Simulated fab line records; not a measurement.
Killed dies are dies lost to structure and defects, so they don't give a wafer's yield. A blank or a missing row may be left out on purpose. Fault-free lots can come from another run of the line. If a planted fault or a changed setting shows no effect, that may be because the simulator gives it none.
Split-lot study || flow n5Finfet || on a route of 1938 steps: 7 lots, 21 wafers read

== THE SPLIT ITSELF ==
At N5_BEOL_M7_EXPOSE_08 (exposes mask M7), the setting doseMj was moved away from the recipe's 68.25 on 13 of the 21 wafers read, by -2.5% to +7.5%. This setting was run at the recipe's value on the other wafers.

== FROM THE SPLIT TO THE READING: what the file shows between them, 15 steps ==
- N5_BEOL_M7_PEB_09: peb time 60 s
- N5_BEOL_M7_DEVELOP_10: develop time 30 s
- N5_BEOL_M7_CD_MEAS_11: target cd 38.5 nm
- N5_BEOL_M7_DESCUM_16: chemistry O2, time 7.9 s
- N5_BEOL_M7_ETCH_61: etches SiARC in CF4, target depth 45.5 nm, time 75.8 s
- N5_BEOL_M7_ETCH_62: etches SOC in N2/H2, target depth 110 nm, overetch 22 nm, time 165 s (also split here: sourceW)
- N5_BEOL_M7_STRIP_68: strips in N2/H2
- N5_BEOL_M7_STRIP_67: strips in CF4
- N5_BEOL_M7_HM_OPEN_17: chemistry Cl2/BCl3, target TiN, target depth 20 nm, overetch 6 nm
- N5_BEOL_M7_STRIP_19: strips in O2 (also split here: pressureMtorr)
- N5_BEOL_M7_CD_MEAS_18: pitch 80 nm, target cd 40 nm
- N5_BEOL_M7_COAT_63: time 60 s, resist thk 60 nm
- N5_BEOL_M7_COAT_64: time 60 s, resist thk 12 nm
- N5_BEOL_M7_PRECLEAN_42: cleans in residue remover, time 60 s
- N5_BEOL_M7_SRD_43: time 30 s

== THE READING ==
cdNm at N5_BEOL_M7_CD_MEAS_35, given in nm (cd target 40 nm). Typical for fault-free wafers on this fab line: 39.9 nm, with standard deviation 0.59 nm.

{"wafer": "L076.1", "tool, chamber at the split": "arfiScanner-01, 0", "doseMj as run": 66.54, "against the recipe": "-2.5%", "cdNm, nm": 38.8, "against lot-mates on the recipe": "no lot-mate on the recipe"}
{"wafer": "L076.2", "tool, chamber at the split": "arfiScanner-01, 0", "doseMj as run": 66.54, "against the recipe": "-2.5%", "cdNm, nm": 38.8, "against lot-mates on the recipe": "no lot-mate on the recipe"}
{"wafer": "L076.5", "tool, chamber at the split": "arfiScanner-01, 0", "doseMj as run": 66.54, "against the recipe": "-2.5%", "cdNm, nm": 39.1, "against lot-mates on the recipe": "no lot-mate on the recipe"}
{"wafer": "L077.3", "tool, chamber at the split": "arfiScanner-02, 0", "doseMj as run": 68.25, "against the recipe": "recipe", "cdNm, nm": 40.1, "against lot-mates on the recipe": "-"}
{"wafer": "L077.4", "tool, chamber at the split": "arfiScanner-02, 0", "doseMj as run": 66.64, "against the recipe": "-2.4%", "cdNm, nm": 39.0, "against lot-mates on the recipe": -1.1}
{"wafer": "L077.6", "tool, chamber at the split": "arfiScanner-02, 0", "doseMj as run": 66.64, "against the recipe": "-2.4%", "cdNm, nm": 39.2, "against lot-mates on the recipe": -0.9}
{"wafer": "L082.2", "tool, chamber at the split": "arfiScanner-02, 0", "doseMj as run": 69.97, "against the recipe": "+2.5%", "cdNm, nm": 41.1, "against lot-mates on the recipe": "+1.1"}
{"wafer": "L082.4", "tool, chamber at the split": "arfiScanner-02, 0", "doseMj as run": 68.25, "against the recipe": "recipe", "cdNm, nm": 40.0, "against lot-mates on the recipe": "-"}
{"wafer": "L082.5", "tool, chamber at the split": "arfiScanner-02, 0", "doseMj as run": 69.97, "against the recipe": "+2.5%", "cdNm, nm": 40.2, "against lot-mates on the recipe": "+0.2"}
{"wafer": "L084.1", "tool, chamber at the split": "arfiScanner-02, 0", "doseMj as run": 69.66, "against the recipe": "+2.1%", "cdNm, nm": 39.5, "against lot-mates on the recipe": "+0.7"}
{"wafer": "L084.3", "tool, chamber at the split": "arfiScanner-02, 0", "doseMj as run": 69.66, "against the recipe": "+2.1%", "cdNm, nm": 40.4, "against lot-mates on the recipe": "+1.6"}
{"wafer": "L084.4", "tool, chamber at the split": "arfiScanner-02, 0", "doseMj as run": 68.25, "against the recipe": "recipe", "cdNm, nm": 38.8, "against lot-mates on the recipe": "-"}
{"wafer": "L085.1", "tool, chamber at the split": "arfiScanner-01, 0", "doseMj as run": 68.25, "against the recipe": "recipe", "cdNm, nm": 40.1, "against lot-mates on the recipe": "-"}
{"wafer": "L085.4", "tool, chamber at the split": "arfiScanner-01, 0", "doseMj as run": 69.92, "against the recipe": "+2.4%", "cdNm, nm": 40.5, "against lot-mates on the recipe": "+0.4"}
{"wafer": "L085.5", "tool, chamber at the split": "arfiScanner-01, 0", "doseMj as run": 69.92, "against the recipe": "+2.4%", "cdNm, nm": 41.1, "against lot-mates on the recipe": "+1.0"}
{"wafer": "L097.1", "tool, chamber at the split": "arfiScanner-02, 0", "doseMj as run": 68.25, "against the recipe": "recipe", "cdNm, nm": 39.9, "against lot-mates on the recipe": "-"}
{"wafer": "L097.3", "tool, chamber at the split": "arfiScanner-02, 0", "doseMj as run": 68.25, "against the recipe": "recipe", "cdNm, nm": 40.2, "against lot-mates on the recipe": "-"}
{"wafer": "L097.4", "tool, chamber at the split": "arfiScanner-02, 0", "doseMj as run": 68.25, "against the recipe": "recipe", "cdNm, nm": 39.5, "against lot-mates on the recipe": "-"}
{"wafer": "L096.2", "tool, chamber at the split": "arfiScanner-03, 0", "doseMj as run": 73.35, "against the recipe": "+7.5%", "cdNm, nm": 43.3, "against lot-mates on the recipe": "+3.4"}
{"wafer": "L096.5", "tool, chamber at the split": "arfiScanner-03, 0", "doseMj as run": 73.35, "against the recipe": "+7.5%", "cdNm, nm": 42.6, "against lot-mates on the recipe": "+2.7"}
{"wafer": "L096.6", "tool, chamber at the split": "arfiScanner-03, 0", "doseMj as run": 68.25, "against the recipe": "recipe", "cdNm, nm": 39.9, "against lot-mates on the recipe": "-"}

THE FIT
A straight line over all 21 wafers: cdNm changes by +0.383 nm for each +1% of doseMj; r = +0.93; the points scatter about the line by 0.45 nm.
The same after taking each lot's own level away (the mean of its wafers on the recipe; 18 wafers): +0.401 nm for each +1%; r = +0.95; scatter 0.36 nm.
According to that fit, moving doseMj by its largest amount changes the reading by 3 nm.
Across the lots, their own levels run from 38.80 to 40.10 nm, a range of 2.2 times the standard deviation given above.
Consequently the slope shifts little with the lot-to-lot level, the two slopes agreeing.
Check: +2.72 nm against its lot-mates is what the line predicts for one of the wafers moved furthest among these (+7.5%) when that wafer is left out of the fit. It came out at +3.4 nm against them.

== FURTHER SPLITS ON THESE WAFERS ==
Note: prior to the reading, these wafers also went through further splits. Each is held against what the fit with the lots' levels taken away leaves over:
{"other split on the same wafers": "N5_BEOL_M7_ETCH_62 sourceW", "wafers away from the commonest value": 6, "r with cdNm (lot level and that fit taken away)": "+0.04"}
{"other split on the same wafers": "N5_BEOL_M7_STRIP_19 pressureMtorr", "wafers away from the commonest value": 15, "r with cdNm (lot level and that fit taken away)": "+0.29"}

== THE WHOLE CHAIN: every reading that the file lists as answering this split, in the file's order ==
{"step": "N5_BEOL_M7_CD_MEAS_11", "what it does": "target cd 38.5 nm", "reading": "cdNm", "change (the file's fit)": "+0.439 nm for each +1% of the setting", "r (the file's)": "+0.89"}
{"step": "N5_BEOL_M7_ETCH_61", "what it does": "etches SiARC in CF4, target depth 45.5 nm, time 75.8 s", "reading": "BEOL_M7.cdOffsetNm (the simulator's own value, which no gauge read)", "change (the file's fit)": "+0.419 nm for each +1% of the setting", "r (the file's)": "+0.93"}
{"step": "N5_BEOL_M7_HM_OPEN_17", "what it does": "chemistry Cl2/BCl3, target TiN, target depth 20 nm, overetch 6 nm", "reading": "BEOL_M7.cdOffsetNm (the simulator's own value, which no gauge read)", "change (the file's fit)": "+0.427 nm for each +1% of the setting", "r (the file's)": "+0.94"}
{"step": "N5_BEOL_M7_CD_MEAS_18", "what it does": "pitch 80 nm, target cd 40 nm", "reading": "cdNm", "change (the file's fit)": "+0.46 nm for each +1% of the setting", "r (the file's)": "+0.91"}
{"step": "N5_BEOL_M7_CD_MEAS_35", "what it does": "target cd 40 nm", "reading": "cdNm", "change (the file's fit)": "+0.4 nm for each +1% of the setting", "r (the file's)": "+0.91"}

== THE FILE'S OWN FIT ==
cdNm changes by +0.4 nm for each +1% of doseMj, r = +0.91.
